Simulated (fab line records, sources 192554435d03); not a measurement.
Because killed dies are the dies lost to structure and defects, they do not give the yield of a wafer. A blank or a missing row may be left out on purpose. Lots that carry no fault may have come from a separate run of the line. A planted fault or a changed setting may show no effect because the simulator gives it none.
The tool behind it: which one? / flow n5_finfet / 24 lots, 72 wafers sampled, at 2 steps of a route of 1938

WHAT EACH GAUGE READ, for each wafer
N5_BEOL_M3_INSPECT_13: inspects for defects (brightfield). Usual: raw_defect_count reads 395 (standard deviation 75).
lot=L074; measured=day 7 02:26; on=defect_inspect-02; raw_defect_count=386 443 342; flag=
lot=L075; measured=day 7 06:44; on=defect_inspect-01; raw_defect_count=436 506 421; flag=
lot=L076; measured=day 7 11:45; on=defect_inspect-02; raw_defect_count=441 403 361; flag=
lot=L077; measured=day 7 14:06; on=defect_inspect-02; raw_defect_count=454 399 332; flag=
lot=L078; measured=day 8 14:38; on=defect_inspect-02; raw_defect_count=225 280 293; flag=
lot=L079; measured=day 9 06:28; on=defect_inspect-02; raw_defect_count=361 435 398; flag=
lot=L080; measured=day 9 11:55; on=defect_inspect-02; raw_defect_count=311 359 347; flag=
lot=L081; measured=day 9 12:08; on=defect_inspect-02; raw_defect_count=274 455 379; flag=
lot=L082; measured=day 9 14:10; on=defect_inspect-02; raw_defect_count=357 310 404; flag=
lot=L085; measured=day 9 19:03; on=defect_inspect-02; raw_defect_count=379 543 416; flag=
lot=L083; measured=day 9 19:16; on=defect_inspect-01; raw_defect_count=406 294 385; flag=
lot=L084; measured=day 9 23:03; on=defect_inspect-02; raw_defect_count=425 339 589; flag=
lot=L087; measured=day 10 02:13; on=defect_inspect-02; raw_defect_count=333 342 352; flag=
lot=L086; measured=day 10 04:19; on=defect_inspect-02; raw_defect_count=458 474 524; flag=
lot=L088; measured=day 10 20:59; on=defect_inspect-02; raw_defect_count=430 338 422; flag=
lot=L089; measured=day 11 04:24; on=defect_inspect-02; raw_defect_count=344 349 257; flag=
lot=L090; measured=day 11 10:55; on=defect_inspect-02; raw_defect_count=325 364 287; flag=
lot=L092; measured=day 11 18:21; on=defect_inspect-01; raw_defect_count=489 463 332; flag=
lot=L093; measured=day 11 19:53; on=defect_inspect-01; raw_defect_count=372 415 397; flag=
lot=L091; measured=day 11 23:12; on=defect_inspect-01; raw_defect_count=451 460 516; flag=
lot=L094; measured=day 12 12:01; on=defect_inspect-02; raw_defect_count=529 348 395; flag=
lot=L095; measured=day 12 14:50; on=defect_inspect-02; raw_defect_count=357 334 368; flag=
lot=L097; measured=day 12 18:59; on=defect_inspect-02; raw_defect_count=372 309 397; flag=
lot=L096; measured=day 13 02:08; on=defect_inspect-02; raw_defect_count=421 336 397; flag=

WHICH TOOL RAN EACH LOT (tool, then ch and the chambers of the sampled wafers, then the start)
lot=L074; N5_BEOL_M3_HM_DEP_02=pvd_sputter-03, day 7 01:56
lot=L075; N5_BEOL_M3_HM_DEP_02=pvd_sputter-01, day 7 06:06
lot=L076; N5_BEOL_M3_HM_DEP_02=pvd_sputter-02, day 7 11:09
lot=L077; N5_BEOL_M3_HM_DEP_02=pvd_sputter-01, day 7 13:37
lot=L078; N5_BEOL_M3_HM_DEP_02=pvd_sputter-03, day 8 13:57
lot=L079; N5_BEOL_M3_HM_DEP_02=pvd_sputter-01, day 9 05:59
lot=L080; N5_BEOL_M3_HM_DEP_02=pvd_sputter-02, day 9 11:19
lot=L081; N5_BEOL_M3_HM_DEP_02=pvd_sputter-03, day 9 11:32
lot=L082; N5_BEOL_M3_HM_DEP_02=pvd_sputter-03, day 9 13:42
lot=L085; N5_BEOL_M3_HM_DEP_02=pvd_sputter-01, day 9 18:34
lot=L083; N5_BEOL_M3_HM_DEP_02=pvd_sputter-01, day 9 18:40
lot=L084; N5_BEOL_M3_HM_DEP_02=pvd_sputter-03, day 9 22:14
lot=L087; N5_BEOL_M3_HM_DEP_02=pvd_sputter-03, day 10 01:37
lot=L086; N5_BEOL_M3_HM_DEP_02=pvd_sputter-02, day 10 03:50
lot=L088; N5_BEOL_M3_HM_DEP_02=pvd_sputter-01, day 10 20:23
lot=L089; N5_BEOL_M3_HM_DEP_02=pvd_sputter-02, day 11 03:55
lot=L090; N5_BEOL_M3_HM_DEP_02=pvd_sputter-03, day 11 10:19
lot=L092; N5_BEOL_M3_HM_DEP_02=pvd_sputter-02, day 11 17:52
lot=L093; N5_BEOL_M3_HM_DEP_02=pvd_sputter-01, day 11 19:17
lot=L091; N5_BEOL_M3_HM_DEP_02=pvd_sputter-01, day 11 22:43
lot=L094; N5_BEOL_M3_HM_DEP_02=pvd_sputter-01, day 12 11:25
lot=L095; N5_BEOL_M3_HM_DEP_02=pvd_sputter-01, day 12 14:22
lot=L097; N5_BEOL_M3_HM_DEP_02=pvd_sputter-02, day 12 18:22
lot=L096; N5_BEOL_M3_HM_DEP_02=pvd_sputter-03, day 13 01:32
- N5_BEOL_M3_HM_DEP_02: deposits TiN, target thk 20 nm.

WHAT THE TOOLS THEMSELVES READ (means of the sampled wafers that have a number; where no wafer has one, the mark that the record gives instead)
N5_BEOL_M3_HM_DEP_02. Usual: susceptor_temp_C 25.02 C, standard deviation 0.11; throttle_valve_pct 29.6 %, standard deviation 1.2.
lot=L074; tool=pvd_sputter-03; susceptor_temp_C (C)=24.97; throttle_valve_pct (%)=29.9; flag=
lot=L075; tool=pvd_sputter-01; susceptor_temp_C (C)=25.03; throttle_valve_pct (%)=30.0; flag=
lot=L076; tool=pvd_sputter-02; susceptor_temp_C (C)=24.99; throttle_valve_pct (%)=29.2; flag=
lot=L077; tool=pvd_sputter-01; susceptor_temp_C (C)=25.11; throttle_valve_pct (%)=29.1; flag=
lot=L078; tool=pvd_sputter-03; susceptor_temp_C (C)=25.03; throttle_valve_pct (%)=29.6; flag=
lot=L079; tool=pvd_sputter-01; susceptor_temp_C (C)=24.96; throttle_valve_pct (%)=28.9; flag=
lot=L080; tool=pvd_sputter-02; susceptor_temp_C (C)=25.04; throttle_valve_pct (%)=29.0; flag=
lot=L081; tool=pvd_sputter-03; susceptor_temp_C (C)=25.07; throttle_valve_pct (%)=29.7; flag=
lot=L082; tool=pvd_sputter-03; susceptor_temp_C (C)=25.11; throttle_valve_pct (%)=29.5; flag=
lot=L085; tool=pvd_sputter-01; susceptor_temp_C (C)=25.07; throttle_valve_pct (%)=29.6; flag=
lot=L083; tool=pvd_sputter-01; susceptor_temp_C (C)=24.98; throttle_valve_pct (%)=28.9; flag=
lot=L084; tool=pvd_sputter-03; susceptor_temp_C (C)=25.00; throttle_valve_pct (%)=30.6; flag=
lot=L087; tool=pvd_sputter-03; susceptor_temp_C (C)=25.06; throttle_valve_pct (%)=29.8; flag=
lot=L086; tool=pvd_sputter-02; susceptor_temp_C (C)=24.98; throttle_valve_pct (%)=28.7; flag=
lot=L088; tool=pvd_sputter-01; susceptor_temp_C (C)=25.05; throttle_valve_pct (%)=29.8; flag=
lot=L089; tool=pvd_sputter-02; susceptor_temp_C (C)=24.95; throttle_valve_pct (%)=29.4; flag=
lot=L090; tool=pvd_sputter-03; susceptor_temp_C (C)=24.99; throttle_valve_pct (%)=29.7; flag=
lot=L092; tool=pvd_sputter-02; susceptor_temp_C (C)=25.07; throttle_valve_pct (%)=29.4; flag=
lot=L093; tool=pvd_sputter-01; susceptor_temp_C (C)=25.08; throttle_valve_pct (%)=28.9; flag=
lot=L091; tool=pvd_sputter-01; susceptor_temp_C (C)=24.89; throttle_valve_pct (%)=28.7; flag=
lot=L094; tool=pvd_sputter-01; susceptor_temp_C (C)=25.01; throttle_valve_pct (%)=29.9; flag=
lot=L095; tool=pvd_sputter-01; susceptor_temp_C (C)=24.95; throttle_valve_pct (%)=29.8; flag=
lot=L097; tool=pvd_sputter-02; susceptor_temp_C (C)=24.97; throttle_valve_pct (%)=31.1; flag=
lot=L096; tool=pvd_sputter-03; susceptor_temp_C (C)=25.00; throttle_valve_pct (%)=29.5; flag=

THE ANSWER, worked out from the rows above alone
Rule: take the mean of a lot's wafers that have a number; if it is more than 3 standard deviations from the usual mean, the lot is off. A lot without any number at a reading at which 4 lots or more have one is off too. Any other lot the step has rows for is counted as sound. After the gauges, taken in route order, come the tools' own readings; for these a lot's mean is taken, as printed above. At the first step where some lot is off, the reading lying furthest off is the one used; lots without a number count as furthest.
Across all readings shown, no lot is off: no conclusion can be drawn from this.

WHAT THE SIMULATOR PUT IN
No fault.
